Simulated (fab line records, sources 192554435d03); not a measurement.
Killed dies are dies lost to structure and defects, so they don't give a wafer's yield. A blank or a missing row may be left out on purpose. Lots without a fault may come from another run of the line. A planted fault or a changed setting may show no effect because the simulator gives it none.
Chamber matching | flow n5_finfet | N5_HKMG_FIN_ALD_79 on ald_metal-01: 4 sister chambers
The step deposits TiN, target thk 1.5 nm, pulse time 1 s, purge time 3 s. 16 wafers are shown with their chamber, then 8 later ones without.

WAFERS WITH THEIR CHAMBER
wafer  | chamber | heater_power_w (W) | precursor_pulse_height_rel
L338.3 | 2       | 889                | 1.008
L338.4 | 1       | 916                | 0.994
L338.5 | 3       | 797                | 1.010
L339.2 | 0       | 788                | 1.022
L339.5 | 3       | 805                | 1.024
L339.6 | 2       | 886                | 1.024
L342.1 | 1       | 895                | 1.015
L342.2 | 3       | 803                | 0.990
L342.5 | 2       | 903                | 0.976
L348.1 | 1       | 938                | 1.017
L348.3 | 3       | 810                | 1.005
L348.4 | 0       | 781                | 1.017
L349.1 | 2       | 883                | 1.020
L349.4 | 1       | 917                | 0.967
L349.6 | 3       | 816                | 1.008
L350.1 | 0       | 796                | 1.036

SIGNATURES (means of the wafers above)
reading                    | chamber 0 | chamber 1 | chamber 2 | chamber 3 | scatter within a chamber
heater_power_w             | 788.33    | 916.50    | 890.25    | 806.20    | 11.1
precursor_pulse_height_rel | 1.02500   | 0.99825   | 1.00700   | 1.00740   | 0.0179
Rule: a wafer's distance from a chamber is the root of the sum, over the readings, of the square of ((its reading less the chamber's mean) divided by the reading's scatter). The wafer belongs to the nearest chamber; if the next one is less than 2 further off, it can't be placed. The scatter: the root of (the sum of the squares of (reading less its chamber's mean) over the shown wafers, divided by (wafers less chambers)).

WAFERS WITHOUT THEIR CHAMBER
wafer  | heater_power_w (W) | precursor_pulse_height_rel
L350.3 | 886                | 0.996
L350.5 | 878                | 0.981
L356.2 | 872                | 1.036
L356.3 | 787                | 0.983
L356.4 | 818                | 1.042
L357.1 | 815                | 1.003
L357.3 | 915                | 1.004
L357.6 | 943                | 0.979

WHICH CHAMBER EACH WENT THROUGH
wafer  | from the rows above     | in truth
L350.3 | 2                       | 2
L350.5 | can't be placed: 2 or 1 | 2
L356.2 | 2                       | 2
L356.3 | can't be placed: 3 or 0 | 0
L356.4 | can't be placed: 3 or 0 | 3
L357.1 | can't be placed: 3 or 0 | 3
L357.3 | can't be placed: 1 or 2 | 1
L357.6 | 1                       | 1
Placed correctly: 3 of 8. Can't be placed from these rows: 5 (the true chamber is among the candidates in 5). Placed wrongly: 0.
